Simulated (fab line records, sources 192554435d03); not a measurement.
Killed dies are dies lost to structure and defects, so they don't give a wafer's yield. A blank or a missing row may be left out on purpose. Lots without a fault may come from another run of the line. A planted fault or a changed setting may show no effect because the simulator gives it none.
One fault seen from 2 desks | flow n5_finfet | each desk has only its own numbers; what lay behind them comes last

THE TOOL OWNER'S DESK: ald_metal-01
The tool's own readings at N5_HKMG_FIN_ALD_91 (deposits TiN, target thk 1 nm, pulse time 1 s, purge time 3 s): means of the sampled wafers that have a number, for each lot that ran on this tool. A lot is out of limits, marked OUT, if its mean lies more than 4 standard deviations from the usual mean; the brackets give that distance.
Columns: A = heater_power_w at N5_HKMG_FIN_ALD_91, usual 878 W; B = precursor_pulse_height_rel at N5_HKMG_FIN_ALD_91, usual 0.999; C = susceptor_temp_C at N5_HKMG_FIN_ALD_91, usual 400.01 C
lot  | first seen here | A    | B     | C
L244 | day 5 02:03     | 957  | 1.005 | 399.82
L253 | day 7 04:28     | 1140 | 1.005 | 425.96 (+99 or more) OUT
L254 | day 7 13:53     | 1037 | 1.001 | 426.09 (+99 or more) OUT
This desk's finding: out of limits on L253, L254; first on L253, day 7 04:28 (susceptor_temp_C at N5_HKMG_FIN_ALD_91). In limits: L244.

THE METROLOGY DESK
What the gauges read, lot by lot, whatever tool the lot ran on: means of the sampled wafers that have a number. A lot is out of limits, marked OUT, if its mean lies more than 4 standard deviations from the usual mean; the brackets give that distance. Of its 13 readings 7 are shown: the one that was out of limits first, and those that lie furthest out on some lot.
Columns: A = IOFF_N at N5_BEOL_M4_RC_MEAS_101, usual 0.16 nA/um; B = IOFF_N_LONG at N5_BEOL_M4_RC_MEAS_101, usual 5.6e-05 nA/um; C = IOFF_P at N5_BEOL_M4_RC_MEAS_101, usual 0.21 nA/um; D = ION_N at N5_BEOL_M4_RC_MEAS_101, usual 676 uA/um; E = VT_N at N5_BEOL_M4_RC_MEAS_101, usual 249 mV; F = VT_N_LONG at N5_BEOL_M4_RC_MEAS_101, usual 274.5 mV; G = VT_N_LVT at N5_BEOL_M4_RC_MEAS_101, usual 98 mV
lot  | first seen here | A    | B                  | C    | D   | E   | F                | G
L244 | day 9 10:59     | 0.18 | 5.5e-05            | 0.23 | 676 | 248 | 276.6            | 95
L254 | day 11 06:41    | 0.09 | 4.1e-05 (-4.7) OUT | 0.21 | 640 | 261 | 288.3 (+6.3) OUT | 109
L253 | day 11 09:35    | 0.10 | 4.4e-05            | 0.23 | 645 | 261 | 284.3 (+4.5) OUT | 108
L264 | day 14 00:49    | 0.13 | 5.4e-05            | 0.17 | 664 | 253 | 275.4            | 102
This desk's finding: out of limits on L253, L254; first on L254, day 11 06:41 (IOFF_N_LONG at N5_BEOL_M4_RC_MEAS_101). In limits: L244, L264.

PUT TOGETHER
The tool owner's desk could have raised an alarm at day 7 04:28, on L253, L254.
The metrology desk could have raised an alarm at day 11 06:41, on L253, L254.
Of the lots named, all ran N5_HKMG_FIN_ALD_91 on ald_metal-01.

WHAT THE SIMULATOR HAD PUT IN
Process parameter drift: ald_metal-01, from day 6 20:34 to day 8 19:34, at N5_HKMG_FIN_ALD_91. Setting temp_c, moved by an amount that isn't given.
Lots struck among those shown: L253, L254.
Hours from the fault's start to each desk's first reading out of limits: the tool owner's desk, 8; the metrology desk, 106.
